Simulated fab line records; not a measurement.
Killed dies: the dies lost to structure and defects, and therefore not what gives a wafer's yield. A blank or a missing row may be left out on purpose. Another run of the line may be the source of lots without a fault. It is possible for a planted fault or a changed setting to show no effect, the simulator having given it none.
Chamber matching ; flow nandHarc ; aldHk-04 running NHARC_A_CHANNEL_FILL_D2_ALD_25: 4 sister chambers
The step deposits SiOx, target thk 60 nm, pulse time 10 s, ald cycles 600. 14 wafers are shown with their chamber, then 7 later ones without.

EACH WAFER AND ITS CHAMBER
wafer;chamber;heaterPowerW (W);precursorPulseHeightRel
L077.4;3;476;1.037
L077.1;1;474;1.006
L077.5;3;460;0.994
L082.2;1;481;0.979
L082.3;0;448;1.009
L082.5;3;474;1.006
L088.1;1;501;1.001
L088.3;0;463;0.978
L088.6;0;449;0.975
L090.3;1;491;1.001
L090.1;3;478;0.982
L090.5;0;458;0.986
L093.4;2;443;0.987
L093.1;0;458;1.000

SIGNATURES, as means of the wafers listed above
reading;chamber 0;chamber 1;chamber 2;chamber 3;scatter within a chamber
heaterPowerW;455.20;486.75;443.00;472.00;8.85
precursorPulseHeightRel;0.98960;0.99675;0.98700;1.00475;0.0172
Rule: for each reading, subtract the chamber's mean from the wafer's reading, divide by that reading's scatter and square the result; add these up over the readings and take the root, which gives the wafer's distance from the chamber. The wafer belongs to the nearest chamber; if the next one is less than 2 further off, it can't be placed. How the scatter is found: for the shown wafers, subtract from each reading the mean of its chamber, square and add these, divide the total by (wafers less chambers), then take the root.

WAFERS WHOSE CHAMBER IS MISSING
wafer;heaterPowerW (W);precursorPulseHeightRel
L093.6;449;0.982
L095.4;456;1.008
L095.1;487;1.042
L095.5;459;1.012
L096.2;488;0.998
L096.3;457;1.002
L096.5;449;0.977

EACH ONE'S CHAMBER
wafer;from the rows above;in truth
L093.6;can't be placed: 2 or 0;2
L095.4;can't be placed: 0 or 3 or 2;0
L095.1;can't be placed: 1 or 3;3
L095.5;can't be placed: 0 or 3 or 2 or 1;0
L096.2;can't be placed: 1 or 3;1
L096.3;can't be placed: 0 or 3 or 2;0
L096.5;can't be placed: 2 or 0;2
Placed correctly: 0 of 7. Can't be placed from these rows: 7 (the true chamber is among the candidates in 7). Wrongly placed: 0.
